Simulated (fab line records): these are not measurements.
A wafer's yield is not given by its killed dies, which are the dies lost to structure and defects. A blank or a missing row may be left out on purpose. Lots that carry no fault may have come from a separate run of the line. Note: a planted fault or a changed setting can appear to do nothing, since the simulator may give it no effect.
2 desks looking at one fault || flow n5_finfet || each desk has only its own numbers; what lay behind them comes last

## TOOL OWNER'S DESK, euv_scanner-02
The tool's own readings at N5_BEOL_M8_EXPOSE_25 (exposes mask V7, target cd 40 nm): means of the sampled wafers that have a number, for each lot that ran on this tool. Marked OUT: a lot whose mean sits more than 4 standard deviations from the usual mean, which makes it out of limits; the brackets give that distance.
Columns: A = exposure_dose_mJ_cm2 at N5_BEOL_M8_EXPOSE_25, usual 42.61
{"lot": "L592", "first seen here": "day 9 16:07", "A": 42.47}
{"lot": "L595", "first seen here": "day 10 07:45", "A": 42.42}
{"lot": "L598", "first seen here": "day 12 09:45", "A": "36.84 (-29) OUT"}
{"lot": "L602", "first seen here": "day 12 11:39", "A": "37.95 (-23) OUT"}
Finding of this desk: L598, L602 out of limits; the first was L598 at day 12 09:45, on exposure_dose_mJ_cm2 at N5_BEOL_M8_EXPOSE_25. L592, L595: within limits.

## THE METROLOGY DESK
Means of the sampled wafers that have a number, per lot and without regard to the tool the lot ran on: this is what the gauges read. Marked OUT: a lot whose mean sits more than 4 standard deviations from the usual mean, which makes it out of limits; the brackets give that distance.
Columns: A = cd_nm at N5_BEOL_M8_CD_MEAS_11, usual 38.3 nm; B = cd_nm at N5_BEOL_M8_CD_MEAS_28, usual 39.97 nm
{"lot": "L592", "first seen here": "day 9 15:20", "A": 38.5, "B": 40.12}
{"lot": "L595", "first seen here": "day 10 07:00", "A": 37.2, "B": 39.93}
{"lot": "L600", "first seen here": "day 12 03:39", "A": 37.7, "B": 39.58}
{"lot": "L598", "first seen here": "day 12 07:55", "A": 38.3, "B": "36.87 (-13) OUT"}
{"lot": "L602", "first seen here": "day 12 09:55", "A": 37.9, "B": "37.52 (-11) OUT"}
{"lot": "L608", "first seen here": "day 13 10:28", "A": 38.2, "B": 40.07}
{"lot": "L606", "first seen here": "day 14 07:17", "A": 37.4, "B": 40.06}
{"lot": "L609", "first seen here": "day 14 14:03", "A": 38.5, "B": 40.28}
{"lot": "L612", "first seen here": "day 16 01:36", "A": 38.5, "B": 39.85}
{"lot": "L611", "first seen here": "day 16 07:03", "A": 38.1, "B": 39.75}
Finding of this desk: L598, L602 out of limits; the first was L598 at day 12 09:52, on cd_nm at N5_BEOL_M8_CD_MEAS_28. L592, L595, L600, L608, L606, L609, L612, L611: within limits.

## BROUGHT TOGETHER
An alarm could have come from the tool owner's desk at day 12 09:45, on L598, L602.
At day 12 09:52 the metrology desk could have sounded an alarm, on L598, L602.
N5_BEOL_M8_EXPOSE_25 was run on euv_scanner-02 by each of the lots named.

## WHAT THE SIMULATOR PUT IN
Drift in process parameters on euv_scanner-02 at N5_BEOL_M8_EXPOSE_25, starting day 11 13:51. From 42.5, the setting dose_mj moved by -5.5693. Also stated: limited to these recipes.
Shown lots that were struck: L598, L602.
Hours from the fault's start to each desk's first reading out of limits: the tool owner's desk, 20; the metrology desk, 20.
